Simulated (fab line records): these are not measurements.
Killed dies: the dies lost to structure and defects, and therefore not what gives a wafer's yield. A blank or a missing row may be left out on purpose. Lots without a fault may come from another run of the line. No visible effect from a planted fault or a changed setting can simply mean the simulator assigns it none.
Struck lot and sound lot, side by side ; flow nand_harc ; 25 steps out of a route of 1302
Sound: wafers L636.1, L636.3, L636.6. Wafers struck: L650.2, L650.3, L650.6. The cause is given at the end.
Order at every step that has rows: each side's tool, ch and its chambers, its first start. Under that, the readings that differ: sound wafers ; struck wafers ; difference of the means ; sigmas: that difference in standard deviations of wafers without a fault.
alike: same words and numbers on both sides, and readings whose means sit less than 2 such deviations apart. not compared: any withheld reading, any reading some wafer has no value for, any bound like >300 that may hide the same value, and any number with overlapping values for which the record gives no deviation.
Wherever a step has rows on one side only, a row that says differs or no value, or a row with sigmas, the two part there. When numbers do not overlap yet have no deviation, they are printed without sigmas and do not part them. A reading that every wafer of one side lacks parts them only if that side has two wafers or more.

first, 1 step without rows for these wafers: NHARC_A_M0_SRD_25.
NHARC_A_M0_INSPECT_27:
  struck on defect_inspect-02, day 32 18:12; sound on defect_inspect-01, day 26 20:14
  alike: raw_defect_count
NHARC_A_M0_PRE_CLEAN_31: time 12 s.
  sound on pecvd-01 ch 0,1,2, day 26 20:18; struck on pecvd-03 ch 0,2, day 32 18:41
  alike: heater_power_w
NHARC_A_M0_DEP_32: deposits SiCN, target thk 30 nm.
  sound on pecvd-01 ch 0,1,2, day 26 20:23; struck on pecvd-03 ch 0,2, day 32 18:46
  alike: heater_power_w
then, 7 steps without rows for these wafers: NHARC_A_M1_DEP_00 (deposits SiOC, target thk 182.5 nm); NHARC_A_M1_DEHYDRATE_01 (time 120 s); NHARC_A_M1_HMDS_02 (time 30 s); NHARC_A_M1_COAT_34 (time 65 s); NHARC_A_M1_COAT_03 (resist thk 90 nm); NHARC_A_M1_SOFTBAKE_04 (time 55 s); NHARC_A_M1_EBR_05.
NHARC_A_M1_EXPOSE_06: exposes mask A M1, target cd 120 nm.
  sound on arfi_scanner-02 ch 0, day 26 21:21; struck on arfi_scanner-03 ch 0, day 32 19:44
reading;sound;struck;difference;sigmas
exposure_dose_mJ_cm2;75.03 74.97 75.05;72.22 72.27 72.34;-2.74;-33
  alike: mask
then, 2 steps without rows for these wafers: NHARC_A_M1_PEB_07 (peb time 65 s); NHARC_A_M1_DEVELOP_08 (develop time 35 s).
NHARC_A_M1_CD_MEAS_09 targets a cd of 120 nm.
  sound on cd_sem-02 ch 0, day 26 21:29; struck on cd_sem-03 ch 0, day 32 19:52
reading;sound;struck;difference;sigmas
cd_nm (nm);119.9 120.3 119.8;118.5 118.3 118.2;-1.7;-4
NHARC_A_M1_OVL_MEAS_10: pitch 240 nm.
  struck on overlay-01, day 32 19:58; sound on overlay-02, day 26 21:35
  alike: overlay_x_nm, overlay_y_nm
NHARC_A_M1_INSPECT_11:
  struck on defect_inspect-02, day 32 19:59; sound on defect_inspect-01, day 26 21:37
  alike: raw_defect_count
NHARC_A_M1_DESCUM_14: chemistry O2, time 3 s.
  sound on rie_diel-10 ch 0,2, day 26 21:41; struck on rie_diel-12 ch 0,2,3, day 32 20:03
reading;sound;struck;difference;sigmas
model.A_M1.cd_nm (nm);119.9 120.3 120.2;118 118.1 118.6;-2;
  alike: drypump_motor_current_A, o2_flow_sccm, oes_product_au, rf_vpp_V, showerhead_plenum_p_Torr, throttle_valve_pct
  not compared: rf_hours_counter_h
NHARC_A_M1_ETCH_35: etches the open film in N2/H2, target depth 40 nm, overetch 12 nm, time 43.94 s.
  sound on rie_diel-10 ch 0,1,2, day 26 21:46; struck on rie_diel-12 ch 0,2, day 32 20:10
  alike: drypump_motor_current_A, oes_product_au, rf_vpp_V, showerhead_plenum_p_Torr, throttle_valve_pct
  not compared: rf_hours_counter_h
NHARC_A_M1_ETCH_15: etches the open film in C4F8/Ar, target depth 182.5 nm, time 91.2 s.
  sound on rie_diel-10 ch 1,3; struck on rie_diel-12 ch 0,3
reading;sound;struck;difference;sigmas
rf_vpp_V (V);444.6 441.8 443.3;436.5 438.1 436.4;-6.2;-2
  alike: oes_product_au
  not compared: rf_hours_counter_h
NHARC_A_M1_CD_MEAS_16:
  struck on cd_sem-02, day 32 20:25; sound on cd_sem-02, day 26 21:59
reading;sound;struck;difference;sigmas
cd_nm (nm);119.9 120.1 120.4;117.5 117.7 118.5;-2.2;-4
NHARC_A_M1_STRIP_18: strips in N2/H2.
  sound on rie_diel-02 ch 0,2, day 26 22:03; struck on rie_diel-10 ch 0,1, day 32 20:29
  alike: drypump_motor_current_A, oes_product_au, rf_vpp_V, showerhead_plenum_p_Torr, throttle_valve_pct
  not compared: rf_hours_counter_h
NHARC_A_M1_ETCH_28: etches the open film in CF4/N2, target depth 30 nm, time 72.99 s.
  sound on rie_diel-02 ch 0,2; struck on rie_diel-10 ch 0,1,3
reading;sound;struck;difference;sigmas
model.A_M1.cd_nm (nm);120 120 120.9;117.5 118.4 118.6;-2.1;
  alike: drypump_motor_current_A, oes_product_au, rf_vpp_V, showerhead_plenum_p_Torr, throttle_valve_pct
  not compared: rf_hours_counter_h
then, 1 step without rows for these wafers: NHARC_A_M1_STRIP_19 (strips in post etch residue remover, time 600 s).
NHARC_END_SORT_01:
  the record has rows for the sound wafers here (prober-01 ch 0, day 28 07:43) and none for the struck ones

WHERE THEY PART
At NHARC_A_M1_EXPOSE_06 first; at NHARC_END_SORT_01 last (within this record only).

WHY: whatever the simulator had introduced
Drift in process parameters on arfi_scanner-03 at NHARC_A_M1_EXPOSE_06, starting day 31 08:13. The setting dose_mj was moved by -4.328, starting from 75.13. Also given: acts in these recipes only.
